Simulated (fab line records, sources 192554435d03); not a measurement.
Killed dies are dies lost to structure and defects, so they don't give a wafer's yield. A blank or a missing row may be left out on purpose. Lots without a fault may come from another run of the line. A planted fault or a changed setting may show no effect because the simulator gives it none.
Chamber matching | flow n5_finfet | N5_FIN_SAQP_MANDREL1_REMOVE_56 on rie_si-03: 4 sister chambers
The step chemistry HBr/Cl2/O2, target a-Si, stops on SiNx, bt time 10 s. 18 wafers are shown with their chamber, then 9 later ones without.

WAFERS WITH THEIR CHAMBER
wafer  | chamber | drypump_motor_current_A (A) | throttle_valve_pct (%) | oes_product_au (a.u.)
L078.1 | 3       | 5.5                         | 37.10                  | 0.985
L078.4 | 2       | 5.8                         | 36.99                  | 0.999
L078.6 | 3       | 5.5                         | 37.11                  | 0.981
L080.1 | 1       | 5.8                         | 36.96                  | 0.981
L080.3 | 3       | 5.5                         | 37.13                  | 0.991
L080.4 | 2       | 5.8                         | 36.98                  | 1.003
L083.1 | 3       | 5.4                         | 37.11                  | 1.005
L083.2 | 0       | 4.8                         | 37.04                  | 1.013
L083.6 | 2       | 5.8                         | 36.98                  | 1.014
L085.1 | 3       | 5.5                         | 37.11                  | 0.989
L085.2 | 0       | 4.8                         | 37.03                  | 1.009
L085.4 | 1       | 5.9                         | 36.96                  | 0.985
L086.1 | 0       | 4.8                         | 37.04                  | 1.016
L086.3 | 3       | 5.5                         | 37.10                  | 0.986
L086.4 | 1       | 5.8                         | 36.95                  | 0.999
L087.3 | 3       | 5.5                         | 37.11                  | 0.987
L087.5 | 3       | 5.5                         | 37.11                  | 0.985
L087.6 | 0       | 4.8                         | 37.04                  | 0.999

SIGNATURES (means of the wafers above)
reading                 | chamber 0 | chamber 1 | chamber 2 | chamber 3 | scatter within a chamber
drypump_motor_current_A | 4.800     | 5.833     | 5.800     | 5.487     | 0.0332
throttle_valve_pct      | 37.0375   | 36.9567   | 36.9833   | 37.1100   | 0.0076
oes_product_au          | 1.00925   | 0.98833   | 1.00533   | 0.98862   | 0.00771
Rule: a wafer's distance from a chamber is the root of the sum, over the readings, of the square of ((its reading less the chamber's mean) divided by the reading's scatter). The wafer belongs to the nearest chamber; if the next one is less than 2 further off, it can't be placed. The scatter: the root of (the sum of the squares of (reading less its chamber's mean) over the shown wafers, divided by (wafers less chambers)).

WAFERS WITHOUT THEIR CHAMBER
wafer  | drypump_motor_current_A (A) | throttle_valve_pct (%) | oes_product_au (a.u.)
L091.3 | 4.8                         | 37.02                  | 1.013
L091.4 | 5.4                         | 37.12                  | 0.995
L091.6 | 5.8                         | 37.00                  | 1.009
L095.2 | 5.5                         | 37.11                  | 0.999
L095.3 | 5.8                         | 36.96                  | 1.008
L095.6 | 5.9                         | 36.96                  | 1.005
L097.3 | 5.5                         | 37.10                  | 1.003
L097.4 | 5.8                         | 36.96                  | 0.997
L097.6 | 5.8                         | 36.97                  | 1.007

WHICH CHAMBER EACH WENT THROUGH
wafer  | from the rows above     | in truth
L091.3 | 0                       | 0
L091.4 | 3                       | 3
L091.6 | 2                       | 2
L095.2 | 3                       | 3
L095.3 | can't be placed: 1 or 2 | 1
L095.6 | can't be placed: 1 or 2 | 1
L097.3 | 3                       | 3
L097.4 | can't be placed: 1 or 2 | 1
L097.6 | can't be placed: 2 or 1 | 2
Placed correctly: 5 of 9. Can't be placed from these rows: 4 (the true chamber is among the candidates in 4). Placed wrongly: 0.
